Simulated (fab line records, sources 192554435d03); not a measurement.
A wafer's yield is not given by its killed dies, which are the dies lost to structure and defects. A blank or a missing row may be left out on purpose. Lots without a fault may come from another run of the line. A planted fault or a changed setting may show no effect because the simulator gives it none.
Chamber matching || flow n5-finfet || N5_SD_EPI_N_ETCH_35 on rie-diel-01 has 4 sister chambers
The step etches SOC in N2/H2, overetch 108 nm, time 486 s. 20 wafers are shown with their chamber, then 10 later ones without.

== WAFERS, EACH WITH ITS CHAMBER ==
{"wafer": "L078.1", "chamber": 0, "drypump-motor-current-A (A)": 5.9, "throttle-valve-pct (%)": 23.40, "showerhead-plenum-p-Torr (Torr)": 2.39}
{"wafer": "L078.4", "chamber": 2, "drypump-motor-current-A (A)": 5.9, "throttle-valve-pct (%)": 23.37, "showerhead-plenum-p-Torr (Torr)": 2.70}
{"wafer": "L078.5", "chamber": 0, "drypump-motor-current-A (A)": 5.9, "throttle-valve-pct (%)": 23.40, "showerhead-plenum-p-Torr (Torr)": 2.39}
{"wafer": "L080.1", "chamber": 2, "drypump-motor-current-A (A)": 5.9, "throttle-valve-pct (%)": 23.37, "showerhead-plenum-p-Torr (Torr)": 2.70}
{"wafer": "L080.2", "chamber": 1, "drypump-motor-current-A (A)": 5.3, "throttle-valve-pct (%)": 23.83, "showerhead-plenum-p-Torr (Torr)": 2.62}
{"wafer": "L080.4", "chamber": 0, "drypump-motor-current-A (A)": 5.9, "throttle-valve-pct (%)": 23.40, "showerhead-plenum-p-Torr (Torr)": 2.39}
{"wafer": "L081.2", "chamber": 3, "drypump-motor-current-A (A)": 5.3, "throttle-valve-pct (%)": 23.45, "showerhead-plenum-p-Torr (Torr)": 2.59}
{"wafer": "L081.3", "chamber": 1, "drypump-motor-current-A (A)": 5.3, "throttle-valve-pct (%)": 23.83, "showerhead-plenum-p-Torr (Torr)": 2.62}
{"wafer": "L081.4", "chamber": 2, "drypump-motor-current-A (A)": 5.9, "throttle-valve-pct (%)": 23.38, "showerhead-plenum-p-Torr (Torr)": 2.70}
{"wafer": "L085.3", "chamber": 3, "drypump-motor-current-A (A)": 5.3, "throttle-valve-pct (%)": 23.46, "showerhead-plenum-p-Torr (Torr)": 2.58}
{"wafer": "L085.4", "chamber": 2, "drypump-motor-current-A (A)": 5.9, "throttle-valve-pct (%)": 23.41, "showerhead-plenum-p-Torr (Torr)": 2.70}
{"wafer": "L085.6", "chamber": 2, "drypump-motor-current-A (A)": 5.9, "throttle-valve-pct (%)": 23.41, "showerhead-plenum-p-Torr (Torr)": 2.70}
{"wafer": "L088.1", "chamber": 3, "drypump-motor-current-A (A)": 5.2, "throttle-valve-pct (%)": 23.45, "showerhead-plenum-p-Torr (Torr)": 2.58}
{"wafer": "L088.3", "chamber": 0, "drypump-motor-current-A (A)": 5.9, "throttle-valve-pct (%)": 23.25, "showerhead-plenum-p-Torr (Torr)": 2.70}
{"wafer": "L088.6", "chamber": 3, "drypump-motor-current-A (A)": 5.2, "throttle-valve-pct (%)": 23.45, "showerhead-plenum-p-Torr (Torr)": 2.58}
{"wafer": "L090.4", "chamber": 3, "drypump-motor-current-A (A)": 5.2, "throttle-valve-pct (%)": 23.47, "showerhead-plenum-p-Torr (Torr)": 2.58}
{"wafer": "L090.5", "chamber": 1, "drypump-motor-current-A (A)": 5.3, "throttle-valve-pct (%)": 23.83, "showerhead-plenum-p-Torr (Torr)": 2.61}
{"wafer": "L090.6", "chamber": 2, "drypump-motor-current-A (A)": 5.9, "throttle-valve-pct (%)": 23.41, "showerhead-plenum-p-Torr (Torr)": 2.70}
{"wafer": "L091.2", "chamber": 2, "drypump-motor-current-A (A)": 5.9, "throttle-valve-pct (%)": 23.42, "showerhead-plenum-p-Torr (Torr)": 2.69}
{"wafer": "L091.4", "chamber": 1, "drypump-motor-current-A (A)": 5.3, "throttle-valve-pct (%)": 23.84, "showerhead-plenum-p-Torr (Torr)": 2.61}

SIGNATURES (averages over the wafers above)
{"reading": "drypump-motor-current-A", "chamber 0": 5.900, "chamber 1": 5.300, "chamber 2": 5.900, "chamber 3": 5.240, "scatter within a chamber": 0.0274}
{"reading": "throttle-valve-pct", "chamber 0": 23.3625, "chamber 1": 23.8325, "chamber 2": 23.3957, "chamber 3": 23.4560, "scatter within a chamber": 0.0354}
{"reading": "showerhead-plenum-p-Torr", "chamber 0": 2.4675, "chamber 1": 2.6150, "chamber 2": 2.6986, "chamber 3": 2.5820, "scatter within a chamber": 0.0672}
Rule: a wafer lies at a distance from a chamber equal to the root of the sum of squares, over the readings, of (its reading less the chamber's mean, divided by the reading's scatter). The wafer belongs to the nearest chamber; if the next one is less than 2 further off, it can't be placed. The scatter: the root of (the sum of the squares of (reading less its chamber's mean) over the shown wafers, divided by (wafers less chambers)).

== WAFERS WITH NO CHAMBER GIVEN ==
{"wafer": "L091.6", "drypump-motor-current-A (A)": 5.9, "throttle-valve-pct (%)": 23.24, "showerhead-plenum-p-Torr (Torr)": 2.70}
{"wafer": "L093.1", "drypump-motor-current-A (A)": 5.9, "throttle-valve-pct (%)": 23.25, "showerhead-plenum-p-Torr (Torr)": 2.70}
{"wafer": "L093.2", "drypump-motor-current-A (A)": 5.9, "throttle-valve-pct (%)": 23.41, "showerhead-plenum-p-Torr (Torr)": 2.69}
{"wafer": "L093.6", "drypump-motor-current-A (A)": 5.9, "throttle-valve-pct (%)": 23.42, "showerhead-plenum-p-Torr (Torr)": 2.69}
{"wafer": "L095.2", "drypump-motor-current-A (A)": 5.9, "throttle-valve-pct (%)": 23.42, "showerhead-plenum-p-Torr (Torr)": 2.69}
{"wafer": "L095.3", "drypump-motor-current-A (A)": 5.9, "throttle-valve-pct (%)": 23.26, "showerhead-plenum-p-Torr (Torr)": 2.70}
{"wafer": "L095.6", "drypump-motor-current-A (A)": 5.3, "throttle-valve-pct (%)": 23.83, "showerhead-plenum-p-Torr (Torr)": 2.61}
{"wafer": "L097.1", "drypump-motor-current-A (A)": 5.9, "throttle-valve-pct (%)": 23.25, "showerhead-plenum-p-Torr (Torr)": 2.70}
{"wafer": "L097.2", "drypump-motor-current-A (A)": 5.9, "throttle-valve-pct (%)": 23.43, "showerhead-plenum-p-Torr (Torr)": 2.69}
{"wafer": "L097.4", "drypump-motor-current-A (A)": 5.9, "throttle-valve-pct (%)": 23.26, "showerhead-plenum-p-Torr (Torr)": 2.70}

== EACH ONE'S CHAMBER ==
{"wafer": "L091.6", "from the rows above": "can't be placed: 2 or 0", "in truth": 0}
{"wafer": "L093.1", "from the rows above": "can't be placed: 2 or 0", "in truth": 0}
{"wafer": "L093.2", "from the rows above": 2, "in truth": 2}
{"wafer": "L093.6", "from the rows above": 2, "in truth": 2}
{"wafer": "L095.2", "from the rows above": 2, "in truth": 2}
{"wafer": "L095.3", "from the rows above": "can't be placed: 2 or 0", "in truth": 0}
{"wafer": "L095.6", "from the rows above": 1, "in truth": 1}
{"wafer": "L097.1", "from the rows above": "can't be placed: 2 or 0", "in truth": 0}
{"wafer": "L097.2", "from the rows above": 2, "in truth": 2}
{"wafer": "L097.4", "from the rows above": "can't be placed: 2 or 0", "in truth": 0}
5 of 10 placed correctly. Unplaceable from these rows: 5, with the true chamber sitting among the candidates in 5. Placed wrongly: 0.
